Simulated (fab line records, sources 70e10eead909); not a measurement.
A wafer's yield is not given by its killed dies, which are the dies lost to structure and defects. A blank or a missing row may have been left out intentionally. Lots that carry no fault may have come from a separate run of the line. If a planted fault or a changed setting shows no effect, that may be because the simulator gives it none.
fab line records	flow nand_harc
record lots=6	wafers=18	last_day=32
route steps=1302 shown A_BONDPAD@1217 END@1302
lots that met no fault: taken from a fault-free run of the same line
start_h: the number of hours between the record's first day and the start of the first shown wafer of the lot	wait_h: hours from the lot's prior step to this one	" same as the row above	L1.1+2: one row covering several wafers at once	- no value, or no start was given	* or withheld: withheld	< > ~ a bound
route shown NAME@n: names a module that has steps shown in the file, with the first one's number in the route	usual: the fault-free wafers' mean and standard deviation	same: alike in all rows	chamber/n: place in a boat	sites: per-site readings	_std_site: how widely they spread, as a standard deviation	_edge_site: the outer-site mean with the inner-site mean subtracted	radius_mm: how far each site lies from the wafer's centre	mask NAME#n: copy n	behind: tool/chamber where the wafer was last shaped	hold: cause of the lot's hold/its duration in hours/its outcome	device: the n, p or np transistor that did not switch	end of line: the tests these same wafers got at the end of their route	where a step has no rows: the recipe by itself	killed: dies that structure and defects cost at the first sort, which is not the same as the wafer's yield	map: the dies of a wafer, with x for killed, . for not killed, _ for no die there
set.NAME: the setting the step ran with; set.NAME@STEP: the setting that earlier step ran with	model.NAME: the simulator's own value behind a step, which no gauge read
a table for each step, a row for each wafer; lots at some steps of the route
services: when a tool's chamber went out of use (start_h, in hours from the record's first day, below 0 if earlier), for how many hours, and the reason
## steps
# step NHARC_A_BONDPAD_HARDBAKE_10
# recipe temp_c=118	time_s=65
# step NHARC_A_BONDPAD_DESCUM_11
# recipe time_s=3	o2_flow_sccm=200	ar_flow_sccm=0	bias_power_w=0	chemistry=O2
# usual drypump_motor_current_A=5.8/0.41	oes_product_au=1.007/0.013	rf_vpp_V=57.6/0.94	showerhead_plenum_p_Torr=1.88/0.093	throttle_valve_pct=11.312/0.0091
lot.wafer	tool	chamber	start_h	wait_h	drypump_motor_current_A	oes_product_au	rf_hours_counter_h	rf_vpp_V	showerhead_plenum_p_Torr	throttle_valve_pct
L894.2	rie_diel-12	0	540.79	-	5.6	1.001	31	56.3	1.92	11.306
L894.4	"	2	"	"	6.0	0.988	33	58.7	2.04	11.302
L894.5	"	3	"	"	5.1	1.012	-	55.6	1.91	11.309
L904.3	rie_diel-05	0	651.92	-	5.5	1.022	2	59.1	1.82	11.331
L904.4	"	2	"	"	6.1	1.022	2	57.1	1.89	11.313
L904.5	"	0	"	"	5.5	1.028	-	58.7	1.82	11.302
L905.2	rie_diel-13	3	656.29	-	5.5	1.007	24	56.7	1.81	11.305
L905.6	"	0	"	"	5.0	0.998	-	57.8	1.76	11.288
L905.5	"	1	"	"	6.2	0.996	-	57.7	1.76	11.323
L911.2	rie_diel-12	3	708.55	-	5.1	0.998	25	57.4	1.90	11.312
L911.3	"	1	"	"	5.6	0.992	25	56.4	1.79	11.297
L911.6	"	3	"	"	5.1	0.991	-	58.6	1.89	11.324
L913.1	rie_diel-05	2	734.58	-	6.0	1.022	4	57.4	1.89	11.301
L913.3	"	1	"	"	6.0	1.010	4	56.7	1.90	11.326
L913.6	"	2	"	"	6.0	1.003	-	57.0	1.88	11.300
L914.2	rie_diel-13	3	735.86	-	5.5	0.984	5	56.7	1.81	11.309
L914.3	"	0	"	"	5.0	0.986	5	56.2	2.07	11.307
L914.6	"	3	"	"	5.5	0.991	-	55.6	1.81	11.321
# step NHARC_A_BONDPAD_ETCH_34
# recipe target_depth_a=600	overetch_a=180	time_s=65.91	ion_energy_ev=200	n2_flow_sccm=150	h2_flow_sccm=150	ar_flow_sccm=0	rf_w=400	bias_w=150	chemistry=N2/H2
# usual drypump_motor_current_A=5.8/0.41	oes_product_au=1.008/0.013	rf_vpp_V=429.4/2.9	showerhead_plenum_p_Torr=2.00/0.1	throttle_valve_pct=14.170/0.0094
lot.wafer	tool	chamber	start_h	wait_h	drypump_motor_current_A	oes_product_au	rf_hours_counter_h	rf_vpp_V	showerhead_plenum_p_Torr	throttle_valve_pct
L894.2	rie_diel-12	1	541.00	0.2	5.5	1.003	30	426.8	1.92	14.178
L894.4	"	0	"	"	5.5	1.010	31	430.5	2.05	14.163
L894.5	"	1	"	"	5.6	0.998	-	427.3	1.92	14.165
L904.3	rie_diel-05	0	652.01	0.1	5.5	1.020	2	428.0	1.94	14.174
L904.4	"	3	"	"	6.1	1.013	2	436.2	2.20	14.170
L904.5	"	0	"	"	5.6	1.033	-	427.8	1.94	14.168
L905.2	rie_diel-13	3	656.36	0.1	5.5	0.993	24	428.4	1.93	14.166
L905.6	"	1	"	"	6.2	1.006	-	425.8	1.87	14.178
L905.5	"	2	"	"	6.4	0.991	-	428.6	1.95	14.168
L911.3	rie_diel-12	3	708.65	0.1	5.1	1.003	25	429.1	2.02	14.151
L911.2	"	1	"	"	5.5	1.003	25	425.9	1.90	14.171
L911.6	"	3	"	"	5.1	1.005	-	429.6	2.02	14.153
L913.1	rie_diel-05	3	734.68	0.1	6.1	1.010	4	435.6	2.20	14.180
L913.3	"	0	"	"	5.6	1.025	3	427.3	1.94	14.170
L913.6	"	1	"	"	6.0	1.007	-	431.7	2.03	14.177
L914.3	rie_diel-13	2	735.94	0.1	6.4	1.005	5	427.5	1.94	14.154
L914.2	"	0	"	"	5.0	0.994	5	435.4	2.22	14.180
L914.6	"	2	"	"	6.5	1.007	-	427.5	1.94	14.161
# step NHARC_A_BONDPAD_ETCH_12
# recipe target_depth_a=2200	time_s=110	chf3_flow_sccm=50	o2_flow_sccm=10	ar_flow_sccm=200	rf_w=500	bias_w=200	chemistry=CHF3/O2
# step NHARC_A_BONDPAD_CD_MEAS_13
# usual cd_nm=497.5/2.8
lot.wafer	tool	chamber	start_h	wait_h	cd_nm
L894.2	cd_sem-02	-	541.23	-	504.5
L894.4	"	-	"	"	500.4
L894.5	"	-	"	"	499.7
L904.3	cd_sem-02	-	652.24	-	499.5
L904.4	"	-	"	"	496.0
L904.5	"	-	"	"	492.9
L905.2	cd_sem-03	-	656.58	-	496.0
L905.5	"	-	"	"	498.8
L905.6	"	-	"	"	496.5
L911.2	cd_sem-01	-	708.91	-	494.4
L911.3	"	-	"	"	496.0
L911.6	"	-	"	"	499.2
L913.1	cd_sem-01	-	734.90	-	503.6
L913.3	"	-	"	"	500.6
L913.6	"	-	"	"	496.6
L914.2	cd_sem-03	-	736.17	-	498.9
L914.3	"	-	"	"	497.7
L914.6	"	-	"	"	494.7
# step NHARC_A_BONDPAD_STRIP_15
# recipe o2_flow_sccm=500	ar_flow_sccm=0	bias_w=0	chemistry=O2
# step NHARC_A_BONDPAD_ETCH_24
# recipe target_depth_a=300	over_etch_frac=0.3	time_s=72.99	ion_energy_ev=150	cf4_flow_sccm=50	n2_flow_sccm=100	ar_flow_sccm=150	rf_w=300	bias_w=100	chemistry=CF4/N2
# usual drypump_motor_current_A=5.9/0.37	oes_product_au=1.009/0.013	rf_vpp_V=313.8/2.1	showerhead_plenum_p_Torr=2.61/0.12	throttle_valve_pct=19.795/0.0089
lot.wafer	tool	chamber	start_h	wait_h	drypump_motor_current_A	oes_product_au	rf_hours_counter_h	rf_vpp_V	showerhead_plenum_p_Torr	throttle_valve_pct
L894.4	rie_diel-13	3	-	-	5.5	0.997	1	311.2	2.50	19.802
L894.2	"	0	"	"	5.0	1.011	2	310.2	2.44	19.788
L894.5	"	3	"	"	5.5	1.009	-	312.2	2.50	19.798
L904.3	rie_diel-13	2	-	-	6.5	0.989	27	312.2	2.52	19.798
L904.4	"	0	"	"	5.0	1.000	28	310.1	2.43	19.777
L904.5	"	2	"	"	6.4	0.993	-	312.9	2.52	19.779
L905.2	rie_diel-12	0	-	-	5.6	1.012	9	315.6	2.62	19.791
L905.6	"	3	"	"	5.1	1.004	-	313.1	2.61	19.798
L905.5	"	0	"	"	5.6	1.018	-	314.9	2.62	19.795
L911.3	rie_diel-13	2	-	-	6.4	1.007	1	311.9	2.51	19.796
L911.2	"	3	"	"	5.5	0.994	1	311.1	2.49	19.799
L911.6	"	3	"	"	5.5	0.992	-	314.0	2.49	19.801
L913.3	rie_diel-13	1	-	-	6.2	0.988	5	315.8	2.84	19.796
L913.1	"	2	"	"	6.4	1.006	5	312.6	2.51	19.792
L913.6	"	2	"	"	6.5	1.003	-	312.6	2.51	19.797
L914.2	rie_diel-05	2	-	-	6.0	1.026	5	314.7	2.59	19.784
L914.3	"	3	"	"	6.1	1.009	4	315.9	2.81	19.795
L914.6	"	2	"	"	6.1	1.011	-	313.2	2.59	19.787
# step NHARC_A_BONDPAD_STRIP_16
# recipe time_s=600	temp_c=30	chemistry=post_etch_residue_remover
# step NHARC_A_BONDPAD_DEGAS_25
# recipe temp_c=300	time_s=60
# step NHARC_A_BONDPAD_PRE_CLEAN_26
# recipe time_s=30	temp_c=280	gas=H2/He
# step NHARC_A_BONDPAD_PVD_17
# recipe target_thk_a=50	bias_v=168.6	power_w=15000	chamber_pressure_pa=0.12	time_s=8.06	substrate_temp_c=50	material=TaN
# step NHARC_A_BONDPAD_PVD_27
# recipe target_thk_a=300	chamber_pressure_pa=5	power_w=5000	substrate_temp_c=30	time_s=20.49	material=Cu
# step NHARC_A_BONDPAD_ECD_18
# recipe target_thk_a=4000	bath_temp_c=25	material=Cu
# usual bath_heat_duty_pct=6.2/0.91	bath_temp_c=25.02/0.11
lot.wafer	tool	chamber	start_h	wait_h	bath_heat_duty_pct	bath_temp_c
L894.2	ecd_cu-01	0	542.21	-	7.9	24.85
L894.4	"	0	"	"	7.3	24.95
L894.5	"	0	"	"	6.8	25.04
L904.3	ecd_cu-01	1	653.45	-	-	-
L904.4	"	0	"	"	-	-
L904.5	"	0	"	"	-	-
L905.2	ecd_cu-02	1	658.01	-	-	-
L905.5	"	1	"	"	-	-
L905.6	"	0	"	"	-	-
L911.2	ecd_cu-01	1	709.89	-	6.0	25.18
L911.3	"	1	"	"	5.6	25.19
L911.6	"	1	"	"	5.3	25.18
L913.1	ecd_cu-02	1	735.95	-	5.6	25.09
L913.3	"	0	"	"	5.9	24.89
L913.6	"	1	"	"	6.0	25.18
L914.2	ecd_cu-01	1	737.21	-	5.6	25.12
L914.3	"	1	"	"	5.5	25.01
L914.6	"	1	"	"	5.9	25.02
# step NHARC_A_BONDPAD_ANNEAL_28
# recipe temp_c=225	time_s=90
# usual wafer_temp_C_max=226.3/0.49
lot.wafer	tool	chamber	start_h	wait_h	wafer_temp_C_max
L894.2	rtp_anneal-02	0	542.64	-	226.1
L894.4	"	0	"	"	225.9
L894.5	"	0	"	"	225.8
L904.3	rtp_anneal-02	0	653.83	0.3	225.8
L904.4	"	0	"	"	225.9
L904.5	"	0	"	"	226.3
L905.2	rtp_anneal-01	0	658.43	0.4	226.6
L905.5	"	0	"	"	226.9
L905.6	"	0	"	"	226.9
L911.2	rtp_anneal-02	0	710.32	-	226.1
L911.3	"	0	"	"	226.3
L911.6	"	0	"	"	226.4
L913.1	rtp_anneal-02	0	736.27	-	226.2
L913.3	"	0	"	"	226.0
L913.6	"	0	"	"	225.9
L914.2	rtp_anneal-01	0	737.70	0.4	227.5
L914.3	"	0	"	"	227.4
L914.6	"	0	"	"	226.4
# step NHARC_A_BONDPAD_CMP_19
# recipe t_overpolish_s=30	cu_recess_touch_s=16	target_thk_nm=169.82
# usual motor_current_A=12.2/0.85	overpolish_run_s=30.000/0.0099	slurry_flow_ml_min=150.0/0.52
lot.wafer	tool	chamber	start_h	wait_h	motor_current_A	overpolish_run_s	slurry_flow_ml_min
L894.4	cmp-01	0	542.94	-	12.6	29.997	149.9
L894.2	"	3	"	"	12.0	29.999	149.5
L894.5	"	1	"	"	12.9	30.002	150.4
L904.3	cmp-04	0	654.11	-	11.7	30.012	150.1
L904.4	"	1	"	"	11.5	30.016	149.7
L904.5	"	0	"	"	12.1	30.000	149.2
L905.2	cmp-02	1	658.78	-	13.4	30.005	150.3
L905.6	"	3	"	"	12.2	29.982	149.0
L905.5	"	0	"	"	11.4	30.007	150.7
L911.2	cmp-02	3	710.61	-	12.2	30.024	149.9
L911.3	"	1	"	"	13.7	29.998	150.5
L911.6	"	0	"	"	11.6	30.020	149.9
L913.3	cmp-04	3	736.64	-	13.0	30.004	150.4
L913.1	"	1	"	"	11.7	29.995	149.6
L913.6	"	2	"	"	10.9	29.989	149.6
L914.3	cmp-01	2	738.03	-	14.1	29.987	150.3
L914.2	"	0	"	"	12.9	30.001	151.3
L914.6	"	2	"	"	13.6	29.992	150.1
# step NHARC_A_BONDPAD_THK_MEAS_20
# recipe thk_meas_gauge=xrf
# usual thk_nm=169.7/1.9
lot.wafer	tool	chamber	start_h	wait_h	thk_nm
L894.2	film_metro-01	-	543.26	-	166.2
L894.4	"	-	"	"	167.5
L894.5	"	-	"	"	170.7
L904.3	film_metro-01	-	654.40	-	30.7
L904.4	"	-	"	"	27.8
L904.5	"	-	"	"	28.7
L905.2	film_metro-01	-	659.05	-	30.4
L905.5	"	-	"	"	33.0
L905.6	"	-	"	"	31.1
L911.2	film_metro-01	-	710.93	-	168.6
L911.3	"	-	"	"	168.7
L911.6	"	-	"	"	169.1
L913.1	film_metro-02	-	736.94	-	170.4
L913.3	"	-	"	"	169.6
L913.6	"	-	"	"	171.4
L914.2	film_metro-02	-	738.32	-	170.3
L914.3	"	-	"	"	168.1
L914.6	"	-	"	"	168.8
# step NHARC_A_BONDPAD_SRD_21
# recipe time_s=30	temp_c=23	dry_time_s=20	spin_rpm=1500
# step NHARC_END_SORT_01
# recipe temp_c=25
# usual defect_limited_yield=91.7/2.5	killed_at_array=52/18	killed_at_other=1.0/1.4	killed_at_periphery=3.1/2.3	killed_dies=56/17	killed_open=3.0/1.7	killed_short=2.5/1.7	sort_bin_2_pct=3.0/1.1	sort_bin_3_pct=0.6/0.36	sort_bin_4_pct=4.8/1.4	sort_n_pass=621/17	sort_rim_yield_pct=91/4.6	sort_yield_pct=91.7/2.5
# same gross_dies=677	sort_bin_5_pct[%]=0	sort_bin_6_pct[%]=0	sort_bin_7_pct[%]=0	sort_bin_8_pct[%]=0	sort_rim_n_gross=106.00
lot.wafer	tool	chamber	start_h	wait_h	defect_limited_yield[%]	killed_at_array	killed_at_other	killed_at_periphery	killed_dies	killed_open	killed_short	sort_bin_2_pct[%]	sort_bin_3_pct[%]	sort_bin_4_pct[%]	sort_n_pass	sort_rim_yield_pct[%]	sort_yield_pct[%]
L894.2	prober-02	0	568.48	2.8	87.7	83	0	0	83	2	3	4.7	0.7	6.8	594	88	87.7
L894.4	prober-02	0	570.07	3.4	91.6	56	0	1	57	2	0	3.1	0.9	4.4	620	85	91.6
L894.5	prober-02	0	570.86	3.7	90.7	62	0	1	63	2	1	3.1	1.5	4.7	614	85	90.7
L904.3	prober-02	0	686.36	3.1	0	676	0	1	677	1	1	96.3	0.1	3.5	0	0	0
L904.4	prober-02	0	687.15	3.4	0	675	1	1	677	4	6	94.7	1.0	4.3	0	0	0
L904.5	prober-02	0	687.95	3.7	0	673	3	1	677	3	3	96.3	0.6	3.1	0	0	0
L905.2	prober-01	0	692.22	2.8	0	674	0	3	677	6	3	95.6	0.9	3.5	0	0	0
L905.5	prober-01	0	694.61	3.7	0	671	1	5	677	4	2	94.4	0	5.6	0	0	0
L905.6	prober-01	0	695.40	4.0	0	672	0	5	677	5	3	94.8	0.4	4.7	0	0	0
L913.1	prober-02	0	772.49	2.5	92.6	48	0	2	50	2	5	2.7	0.3	4.4	627	88	92.6
L913.3	prober-02	0	774.10	3.1	92.3	49	1	2	52	2	5	2.7	0.4	4.6	625	92	92.3
L913.6	prober-02	0	776.51	4.0	93.4	41	0	4	45	2	1	1.6	0.4	4.6	632	93	93.4
# killed by level:class
L894.2 A_CHANNEL_HOLE_D1:chamber_film_flake=23 A_CHANNEL_HOLE_D2:chamber_film_flake=22 A_SLIT:chamber_film_flake=20 A_WL_FILL:chamber_film_flake=4 A_STAIRCASE:chamber_film_flake=3 A_CONTACT:unspecified=2 A_CONTACT:chamber_film_flake=2 A_SOURCE_PLATE:geometric_particle:short=1
L894.4 A_SLIT:chamber_film_flake=18 A_CHANNEL_HOLE_D1:chamber_film_flake=14 A_CHANNEL_HOLE_D2:chamber_film_flake=12 A_CHANNEL_FILL_D1:chamber_film_flake=4 A_STAIRCASE:chamber_film_flake=3 A_CHANNEL_HOLE_D2:geometric_particle:open=1 A_M0:geometric_particle:open=1 P_ZERO_WELL:chamber_film_flake=1
L894.5 A_SLIT:chamber_film_flake=19 A_CHANNEL_HOLE_D2:chamber_film_flake=16 A_CHANNEL_HOLE_D1:chamber_film_flake=11 A_WL_FILL:chamber_film_flake=6 A_STAIRCASE:chamber_film_flake=3 A_CONTACT:unspecified=2 A_CHANNEL_FILL_D1:geometric_particle:open=1 A_WL_FILL:geometric_particle:short=1
L904.3 A_BONDPAD:area_ecd=643 A_CHANNEL_HOLE_D2:chamber_film_flake=17 A_CHANNEL_HOLE_D1:chamber_film_flake=4 A_CONTACT:chamber_film_flake=4 A_STAIRCASE:chamber_film_flake=2 A_WL_FILL:chamber_film_flake=2 A_CHANNEL_FILL_D1:geometric_particle:open=1 A_CHANNEL_FILL_D2:geometric_particle:short=1
L904.4 A_BONDPAD:area_ecd=631 A_CHANNEL_HOLE_D2:chamber_film_flake=16 A_CHANNEL_HOLE_D1:chamber_film_flake=5 A_CHANNEL_FILL_D1:geometric_particle:open=3 A_CHANNEL_FILL_D1:geometric_particle:short=3 A_CONTACT:chamber_film_flake=3 A_SLIT:chamber_film_flake=3 A_WL_FILL:chamber_film_flake=3
L904.5 A_BONDPAD:area_ecd=642 A_CHANNEL_HOLE_D2:chamber_film_flake=15 A_CHANNEL_HOLE_D1:chamber_film_flake=5 THIN_TSV:chamber_film_flake=3 A_CHANNEL_FILL_D1:geometric_particle:open=2 A_SLIT:chamber_film_flake=2 A_WL_FILL:chamber_film_flake=2 A_DECK1_JOINT:geometric_particle:short=1
L905.2 A_BONDPAD:area_ecd=626 A_SLIT:chamber_film_flake=27 A_CHANNEL_HOLE_D1:chamber_film_flake=8 A_ONON_D2:geometric_particle:open=3 A_CONTACT:chamber_film_flake=2 P_GATE:geometric_particle:open=1 A_CHANNEL_HOLE_D1:geometric_particle:short=1 A_DECK1_JOINT:geometric_particle:open=1
L905.5 A_BONDPAD:area_ecd=611 A_SLIT:chamber_film_flake=36 A_CHANNEL_HOLE_D1:chamber_film_flake=11 A_CONTACT:chamber_film_flake=4 A_M1:chamber_film_flake=4 P_ZERO_WELL:chamber_film_flake=2 P_CONTACT:geometric_particle:short=1 P_M1:geometric_particle:open=1
L905.6 A_BONDPAD:area_ecd=624 A_SLIT:chamber_film_flake=26 A_CHANNEL_HOLE_D1:chamber_film_flake=9 A_CONTACT:chamber_film_flake=3 P_GATE:chamber_film_flake=2 P_M0:geometric_particle:open=1 P_M1:geometric_particle:open=1 A_ONON_D1:geometric_particle:open=1
L913.1 A_SLIT:chamber_film_flake=27 A_CONTACT:chamber_film_flake=8 A_STAIRCASE:chamber_film_flake=3 A_CHANNEL_HOLE_D1:chamber_film_flake=2 P_M0:geometric_particle:short=1 A_CHANNEL_FILL_D1:geometric_particle:open=1 A_CHANNEL_FILL_D1:geometric_particle:short=1 A_DECK1_JOINT:geometric_particle:short=1
L913.3 A_SLIT:chamber_film_flake=26 A_CONTACT:chamber_film_flake=8 A_ONON_D1:geometric_particle:short=2 A_WL_FILL:geometric_particle:short=2 A_DECK1_JOINT:chamber_film_flake=2 A_CHANNEL_HOLE_D2:chamber_film_flake=2 A_STAIRCASE:chamber_film_flake=2 A_ONON_D1:geometric_particle:open=1
L913.6 A_SLIT:chamber_film_flake=29 A_CONTACT:chamber_film_flake=5 P_STI:chamber_film_flake=4 A_DECK1_JOINT:geometric_particle:open=1 A_ONON_D2:geometric_particle:open=1 A_M0:geometric_particle:short=1 A_DECK1_JOINT:chamber_film_flake=1 A_CHANNEL_FILL_D2:chamber_film_flake=1
# map L904.3 (x killed, . not)
____________x____________
_________xxxxxxx_________
_______xxxxxxxxxxx_______
______xxxxxxxxxxxxx______
_____xxxxxxxxxxxxxxx_____
____xxxxxxxxxxxxxxxxx____
____xxxxxxxxxxxxxxxxx____
___xxxxxxxxxxxxxxxxxxx___
___xxxxxxxxxxxxxxxxxxx___
__xxxxxxxxxxxxxxxxxxxxx__
__xxxxxxxxxxxxxxxxxxxxx__
_xxxxxxxxxxxxxxxxxxxxxxx_
_xxxxxxxxxxxxxxxxxxxxxxx_
_xxxxxxxxxxxxxxxxxxxxxxx_
_xxxxxxxxxxxxxxxxxxxxxxx_
_xxxxxxxxxxxxxxxxxxxxxxx_
xxxxxxxxxxxxxxxxxxxxxxxxx
xxxxxxxxxxxxxxxxxxxxxxxxx
xxxxxxxxxxxxxxxxxxxxxxxxx
xxxxxxxxxxxxxxxxxxxxxxxxx
xxxxxxxxxxxxxxxxxxxxxxxxx
_xxxxxxxxxxxxxxxxxxxxxxx_
_xxxxxxxxxxxxxxxxxxxxxxx_
_xxxxxxxxxxxxxxxxxxxxxxx_
_xxxxxxxxxxxxxxxxxxxxxxx_
_xxxxxxxxxxxxxxxxxxxxxxx_
__xxxxxxxxxxxxxxxxxxxxx__
__xxxxxxxxxxxxxxxxxxxxx__
___xxxxxxxxxxxxxxxxxxx___
___xxxxxxxxxxxxxxxxxxx___
____xxxxxxxxxxxxxxxxx____
____xxxxxxxxxxxxxxxxx____
_____xxxxxxxxxxxxxxx_____
______xxxxxxxxxxxxx______
_______xxxxxxxxxxx_______
_________xxxxxxx_________
____________x____________
# map L905.2 (x killed, . not)
____________x____________
_________xxxxxxx_________
_______xxxxxxxxxxx_______
______xxxxxxxxxxxxx______
_____xxxxxxxxxxxxxxx_____
____xxxxxxxxxxxxxxxxx____
____xxxxxxxxxxxxxxxxx____
___xxxxxxxxxxxxxxxxxxx___
___xxxxxxxxxxxxxxxxxxx___
__xxxxxxxxxxxxxxxxxxxxx__
__xxxxxxxxxxxxxxxxxxxxx__
_xxxxxxxxxxxxxxxxxxxxxxx_
_xxxxxxxxxxxxxxxxxxxxxxx_
_xxxxxxxxxxxxxxxxxxxxxxx_
_xxxxxxxxxxxxxxxxxxxxxxx_
_xxxxxxxxxxxxxxxxxxxxxxx_
xxxxxxxxxxxxxxxxxxxxxxxxx
xxxxxxxxxxxxxxxxxxxxxxxxx
xxxxxxxxxxxxxxxxxxxxxxxxx
xxxxxxxxxxxxxxxxxxxxxxxxx
xxxxxxxxxxxxxxxxxxxxxxxxx
_xxxxxxxxxxxxxxxxxxxxxxx_
_xxxxxxxxxxxxxxxxxxxxxxx_
_xxxxxxxxxxxxxxxxxxxxxxx_
_xxxxxxxxxxxxxxxxxxxxxxx_
_xxxxxxxxxxxxxxxxxxxxxxx_
__xxxxxxxxxxxxxxxxxxxxx__
__xxxxxxxxxxxxxxxxxxxxx__
___xxxxxxxxxxxxxxxxxxx___
___xxxxxxxxxxxxxxxxxxx___
____xxxxxxxxxxxxxxxxx____
____xxxxxxxxxxxxxxxxx____
_____xxxxxxxxxxxxxxx_____
______xxxxxxxxxxxxx______
_______xxxxxxxxxxx_______
_________xxxxxxx_________
____________x____________
## services
tool	chamber	start_h	hours	kind
rie_diel-13	-	519.03	9.0	pm
cmp-01	-	528.41	0.5	repair
cmp-02	-	533.00	4.0	pm
cmp-01	-	533.24	1.0	repair
rie_diel-13	-	540.47	0.6	repair
ecd_cu-02	-	560.26	4.9	repair
cmp-01	-	577.59	4.0	pm
rie_diel-05	-	583.63	9.0	pm
ecd_cu-01	-	592.11	3.6	repair
ecd_cu-02	-	596.18	8.0	pm
cmp-04	-	601.00	4.0	pm
rie_diel-13	1	608.78	9.6	repair
rie_diel-12	-	617.72	0.5	repair
rie_diel-12	-	623.70	9.0	pm
rie_diel-05	3	624.97	2.9	repair
cmp-02	-	628.01	0.8	repair
cmp-02	-	631.00	4.0	pm
cmp-01	-	637.02	1.3	repair
ecd_cu-02	-	652.84	4.1	repair
cmp-01	-	660.74	0.7	repair
ecd_cu-01	-	688.24	8.0	pm
rie_diel-13	-	696.17	9.0	pm
rie_diel-12	2	702.20	9.0	repair
rie_diel-05	0	728.16	6.0	repair
## key
first_sign step=NHARC_A_BONDPAD_ECD_18	reading=tool_record	direction=missing
effect step=NHARC_A_BONDPAD_THK_MEAS_20	reading=thk_nm	direction=down	sigmas=75	usual=169.7	struck=30.3
effect step=NHARC_END_SORT_01	reading=sort_bin_2_pct	direction=up	sigmas=82	usual=3.0	struck=95.3
more_kills_born_at NHARC_A_BONDPAD_ECD_18@ecd_cu-01=1916	NHARC_A_BONDPAD_ECD_18@ecd_cu-02=1861
met_at NHARC_A_BONDPAD_ECD_18
struck_wafers L904.3,L904.4,L904.5,L905.2,L905.5,L905.6
later_rows_left_out L904.3,L904.4,L904.5,L905.2,L905.5,L905.6
onset_between 542.21 653.45
fault kind=skipped_step_whole	tool=ecd_cu-01,ecd_cu-02	chamber=-	onset_h=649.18	steps=NHARC_A_BONDPAD_ECD_18	scope=struck_lots_only
# later_rows_left_out: the simulator's readings of these wafers behind a module that went badly wrong aren't trusted and aren't shown, but for the sort
